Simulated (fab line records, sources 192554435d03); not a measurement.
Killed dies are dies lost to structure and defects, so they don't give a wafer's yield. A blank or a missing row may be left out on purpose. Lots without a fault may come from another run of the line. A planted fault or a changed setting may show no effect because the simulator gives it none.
Chamber matching | flow n5_finfet | N5_SDB_DESCUM_16 on rie_diel-04: 4 sister chambers
The step chemistry O2, time 7.9 s. 4 wafers are shown with their chamber, then 7 later ones without.

WAFERS WITH THEIR CHAMBER
wafer  | chamber | drypump_motor_current_A (A)
L087.4 | 3       | 6.7
L091.5 | 1       | 5.6
L093.1 | 2       | 6.0
L093.4 | 0       | 5.8

WAFERS WITHOUT THEIR CHAMBER
wafer  | drypump_motor_current_A (A)
L093.5 | 5.8
L095.2 | 5.8
L095.3 | 6.7
L095.5 | 5.8
L097.3 | 5.8
L097.5 | 6.0
L097.6 | 5.7

WHICH CHAMBER EACH WENT THROUGH
wafer  | from the rows above     | in truth
L093.5 | 0                       | 0
L095.2 | 0                       | 0
L095.3 | 3                       | 3
L095.5 | 0                       | 0
L097.3 | 0                       | 0
L097.5 | 2                       | 2
L097.6 | can't be placed: 0 or 1 | 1
Placed correctly: 6 of 7. Can't be placed from these rows: 1 (the true chamber is among the candidates in 1). Placed wrongly: 0.
How it was worked out, from the rows above alone: a wafer's distance from a chamber is the root of the sum, over the readings, of the square of ((its reading less the chamber's mean) divided by the reading's scatter). The wafer belongs to the nearest chamber; if the next one is less than 2 further off, it can't be placed. A chamber's mean is the mean of its shown wafers. The scatter: with one shown wafer a chamber, the root of the mean of the squares of how far each hidden wafer lies from its nearest shown one.
